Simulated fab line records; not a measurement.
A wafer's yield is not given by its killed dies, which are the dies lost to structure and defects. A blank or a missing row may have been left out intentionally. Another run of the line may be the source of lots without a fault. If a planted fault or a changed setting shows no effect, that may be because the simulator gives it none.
Chamber matching ; flow nand_harc ; NHARC_P_M1_DEP_33 on pecvd-01 has 3 sister chambers
The step deposits SiCN, target thk 30 nm. 6 wafers are shown with their chamber, then 12 later ones without.

## WAFERS PAIRED WITH THEIR CHAMBERS
wafer;chamber;heater_power_w (W)
L081.4;1;712
L085.3;0;617
L085.4;1;655
L088.2;2;650
L088.5;0;657
L088.6;2;659

## WAFERS WITHOUT THEIR CHAMBER
wafer;heater_power_w (W)
L087.1;659
L087.3;701
L087.6;693
L086.1;688
L086.3;657
L086.4;675
L091.2;641
L091.3;668
L091.6;648
L096.3;723
L096.5;729
L096.6;585

## EACH ONE'S CHAMBER
wafer;from the rows above;in truth
L087.1;can't be placed: 2 or 0 or 1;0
L087.3;can't be placed: 1 or 2 or 0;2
L087.6;can't be placed: 1 or 2 or 0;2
L086.1;can't be placed: 1 or 2 or 0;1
L086.3;can't be placed: 2 or 0 or 1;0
L086.4;can't be placed: 1 or 2 or 0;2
L091.2;can't be placed: 0 or 2 or 1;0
L091.3;can't be placed: 2 or 1 or 0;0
L091.6;can't be placed: 2 or 0 or 1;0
L096.3;can't be placed: 1 or 2 or 0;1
L096.5;can't be placed: 1 or 2 or 0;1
L096.6;can't be placed: 0 or 2 or 1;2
Placed correctly: 0 of 12. Unplaceable from these rows: 12, with the true chamber sitting among the candidates in 12. 0 placed wrongly.
How it was worked out, from the rows above alone: a wafer's distance from a chamber is the root of the sum, over the readings, of the square of ((its reading less the chamber's mean) divided by the reading's scatter). If the next closest chamber is less than 2 further off than the closest, the wafer can't be placed; otherwise it belongs to the closest. Each chamber's mean is taken over the wafers shown for it. The scatter: the root of (the sum of the squares of (reading less its chamber's mean) over the shown wafers, divided by (wafers less chambers)).
